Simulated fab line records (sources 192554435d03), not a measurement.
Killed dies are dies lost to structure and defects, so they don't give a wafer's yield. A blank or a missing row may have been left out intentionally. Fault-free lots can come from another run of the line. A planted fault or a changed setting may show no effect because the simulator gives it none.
Chamber matching    flow n5 finfet    4 sister chambers for N5_FIN_CUT_DESCUM_13 on rie diel-05
The step chemistry O2, time 7 s. 18 wafers are shown with their chamber, then 9 later ones without.

## WAFERS PAIRED WITH THEIR CHAMBERS
wafer   chamber  throttle valve pct (%)  drypump motor current A (A)  oes product au (a.u.)
L080.2  2        20.66                   5.7                          0.78
L080.3  1        20.39                   6.2                          0.85
L080.4  3        20.28                   5.4                          0.77
L081.3  1        20.38                   6.2                          0.85
L081.4  2        20.66                   5.7                          0.77
L081.6  3        20.29                   5.4                          0.77
L083.2  2        20.67                   5.6                          0.77
L083.5  2        20.66                   5.7                          0.78
L083.6  1        20.37                   6.1                          0.84
L086.1  2        20.68                   5.7                          0.76
L086.2  0        20.99                   5.0                          0.69
L086.3  1        20.38                   6.2                          0.84
L089.1  0        21.00                   5.0                          0.68
L089.4  2        20.69                   5.6                          0.76
L089.6  1        20.39                   6.2                          0.82
L092.2  1        20.39                   6.2                          0.82
L092.4  2        20.68                   5.7                          0.77
L092.5  1        20.40                   6.2                          0.83

SIGNATURES, as means of the wafers listed above
reading                  chamber 0  chamber 1  chamber 2  chamber 3  scatter within a chamber
throttle valve pct       20.9950    20.3857    20.6714    20.2850    0.0105
drypump motor current A  5.000      6.186      5.671      5.400      0.0404
oes product au           0.6850     0.8357     0.7700     0.7700     0.0101
Rule: for each reading, subtract the chamber's mean from the wafer's reading, divide by that reading's scatter and square the result; add these up over the readings and take the root, which gives the wafer's distance from the chamber. The wafer belongs to the nearest chamber; if the next one is less than 2 further off, it can't be placed. The scatter is the square root of a quotient: the sum, over the shown wafers, of each reading's squared deviation from its chamber's mean, divided by wafers minus chambers.

## WAFERS WITH NO CHAMBER GIVEN
wafer   throttle valve pct (%)  drypump motor current A (A)  oes product au (a.u.)
L094.4  20.41                   6.2                          0.82
L094.5  20.32                   5.4                          0.75
L094.6  20.70                   5.7                          0.76
L095.1  20.32                   5.4                          0.75
L095.3  20.41                   6.2                          0.82
L095.6  20.34                   5.4                          0.75
L097.1  21.00                   5.0                          0.67
L097.3  20.72                   5.7                          0.75
L097.6  21.01                   4.9                          0.67

## CHAMBER TAKEN BY EACH
wafer   from the rows above  in truth
L094.4  1                    1
L094.5  3                    3
L094.6  2                    2
L095.1  3                    3
L095.3  1                    1
L095.6  3                    3
L097.1  0                    0
L097.3  2                    2
L097.6  0                    0
Placed correctly: 9 of 9. Not placeable from these rows: 0. Wrongly placed: 0.
